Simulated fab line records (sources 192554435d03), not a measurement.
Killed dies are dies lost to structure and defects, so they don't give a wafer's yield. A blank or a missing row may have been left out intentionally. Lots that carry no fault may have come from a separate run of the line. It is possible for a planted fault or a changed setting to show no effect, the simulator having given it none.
A lot that was struck, set against a sound lot / flow n5 finfet / 15 out of 1938 route steps
Sound: wafers L910.1, L910.3, L910.4. The struck wafers were L915.1, L915.3, L915.6. The cause comes at the end.
Each step with rows lists, per side, the tool, then ch with its chambers, then its first start. Under that, the readings that differ: sound wafers / struck wafers / difference of the means / sigmas: that difference in standard deviations of wafers without a fault.
alike: readings with means less than 2 such deviations apart, plus words and numbers identical on both sides. not compared: withheld readings, readings lacking a value on some wafer, bounds such as >300 that could conceal the same value, and numbers that have no deviation in the record and whose values overlap.
Wherever a step has rows on one side only, a row that says differs or no value, or a row with sigmas, the two part there. When numbers do not overlap yet have no deviation, they are printed without sigmas and do not part them. Lack of a reading on every wafer of one side parts them only where that side has two or more wafers.

N5_BEOL_M5_DESCUM_16: chemistry O2, time 7 s.
  sound on rie diel-02 ch 0,2,3, day 10 13:25; struck on rie diel-02 ch 1,3, day 11 22:42
  alike: chamber pressure mTorr, drypump motor current A, oes product au, rf vpp V, showerhead plenum p Torr, throttle valve pct
  not compared: rf hours counter h
N5_BEOL_M5_ETCH_72: etches underlayer in N2/H2, target depth 6.5 nm, time 5.2 s.
  sound on rie diel-02 ch 0,2,3, day 10 13:28; struck on rie diel-02 ch 1,3, day 11 22:44
  alike: chamber pressure mTorr, drypump motor current A, etch rf on time s, oes product au, rf vpp V, showerhead plenum p Torr, throttle valve pct
  not compared: rf hours counter h
then, 1 step without rows for these wafers: N5_BEOL_M5_ETCH_61 (etches SiARC in CF4, target depth 15.6 nm, time 26 s).
N5_BEOL_M5_ETCH_62: etches SOC in N2/H2, target depth 75 nm, overetch 15 nm, time 112.5 s.
  sound on rie diel-02 ch 0,2,3, day 10 13:30; struck on rie diel-02 ch 1,3, day 11 22:47
  alike: chamber pressure mTorr, drypump motor current A, oes product au, rf vpp V, showerhead plenum p Torr, throttle valve pct
  not compared: rf hours counter h
then, 2 steps without rows for these wafers: N5_BEOL_M5_STRIP_63 (strips in N2/H2); N5_BEOL_M5_STRIP_73 (strips in N2/H2).
N5_BEOL_M5_STRIP_64: strips in CF4.
  sound on rie diel-02 ch 0,2,3, day 10 13:38; struck on rie diel-02 ch 1,3, day 11 22:54
  alike: chamber pressure mTorr, drypump motor current A, oes product au, rf vpp V, showerhead plenum p Torr, throttle valve pct
  not compared: rf hours counter h
N5_BEOL_M5_HM_OPEN_17: chemistry Cl2/BCl3, target TiN, target depth 20 nm, overetch 6 nm.
  sound on rie metal-01 ch 0,1, day 10 13:40; struck on rie metal-02 ch 0,1, day 11 22:57
  alike: chamber pressure mTorr, drypump motor current A, oes product au, throttle valve pct
  not compared: rf hours counter h
then, 1 step without rows for these wafers: N5_BEOL_M5_STRIP_19 (strips in O2).
N5_BEOL_M5_CD_MEAS_18: pitch 56 nm, target cd 28 nm.
  sound on cd sem-01 at day 10 13:51; struck on cd sem-02 at day 11 23:13
  alike: cd nm
then, 2 steps without rows for these wafers: N5_BEOL_M5_COAT_65 (time 60 s, resist thk 60 nm); N5_BEOL_M5_COAT_66 (time 60 s, resist thk 12 nm).
N5_BEOL_M5_COAT_74: time 60 s, resist thk 5 nm.
  sound on litho track-02 ch 0, day 10 14:37; struck on litho track-02 ch 0, day 11 23:39
reading=heater power total W (W); sound=392.7 392.5 391.6; struck=428.8 428.3 428.5; difference=+36.3; sigmas=+30
reading=plate temp C (C); sound=205.12 205.17 205.09; struck=218.90 218.89 219.20; difference=+13.87; sigmas=+82
then, 1 step without rows for these wafers: N5_BEOL_M5_COAT_22 (resist thk 30 nm).
-- record jumps: 5 days separate the struck wafers' starts on either side; left off in module BEOL_M5, taken up again in module PASSIVATION, whose first shown step is the route's number 1936 --
N5_PASSIVATION_PROBE_49:
  record: rows for the struck wafers here (prober-01, day 16 13:55), none for the sound ones

== WHERE THEY PART ==
Earliest at N5_BEOL_M5_COAT_74; latest, in this record, at N5_PASSIVATION_PROBE_49.

WHY: what had been put in by the simulator
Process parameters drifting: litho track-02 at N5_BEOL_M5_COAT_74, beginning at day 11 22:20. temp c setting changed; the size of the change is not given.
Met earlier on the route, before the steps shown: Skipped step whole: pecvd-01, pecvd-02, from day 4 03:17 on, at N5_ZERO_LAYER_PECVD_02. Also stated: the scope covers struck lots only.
